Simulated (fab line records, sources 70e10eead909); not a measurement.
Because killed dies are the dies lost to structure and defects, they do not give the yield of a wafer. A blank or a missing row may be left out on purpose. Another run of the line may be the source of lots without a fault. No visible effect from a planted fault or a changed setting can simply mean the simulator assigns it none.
Matching of chambers + flow nandHarc + NHARC_A_CONTACT_DEP_29 on pecvd-03 has 3 sister chambers
The step deposits SiON, target thk 100 nm. 6 wafers are shown with their chamber, then 8 later ones without.

## WAFERS PAIRED WITH THEIR CHAMBERS
| wafer  | chamber | heaterPowerW (W) |
|--------|---------|------------------|
| L087.2 | 2       | 805              |
| L087.6 | 1       | 801              |
| L089.2 | 0       | 738              |
| L089.4 | 2       | 951              |
| L089.5 | 1       | 809              |
| L091.3 | 0       | 792              |

## WAFERS WHOSE CHAMBER IS MISSING
| wafer  | heaterPowerW (W) |
|--------|------------------|
| L091.4 | 891              |
| L091.6 | 713              |
| L092.2 | 833              |
| L092.4 | 735              |
| L092.6 | 845              |
| L097.2 | 827              |
| L097.4 | 799              |
| L097.6 | 925              |

## WHICH CHAMBER EACH ONE RAN IN
| wafer  | from the rows above          | in truth |
|--------|------------------------------|----------|
| L091.4 | can't be placed: 2 or 1 or 0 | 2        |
| L091.6 | can't be placed: 0 or 1 or 2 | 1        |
| L092.2 | can't be placed: 1 or 2 or 0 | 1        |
| L092.4 | can't be placed: 0 or 1 or 2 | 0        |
| L092.6 | can't be placed: 2 or 1 or 0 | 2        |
| L097.2 | can't be placed: 1 or 2 or 0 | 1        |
| L097.4 | can't be placed: 1 or 0 or 2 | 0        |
| L097.6 | can't be placed: 2 or 1 or 0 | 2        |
Placed correctly: 0 of 8. Cannot be placed on the basis of these rows: 8; the candidates contain the true chamber in 8. Placed wrongly: 0.
How it was worked out, from the rows above alone: a wafer's distance from a chamber is the root of the sum, over the readings, of the square of ((its reading less the chamber's mean) divided by the reading's scatter). The wafer belongs to the nearest chamber; if the next one is less than 2 further off, it can't be placed. Each chamber's mean is taken over the wafers shown for it. How the scatter is found: for the shown wafers, subtract from each reading the mean of its chamber, square and add these, divide the total by (wafers less chambers), then take the root.
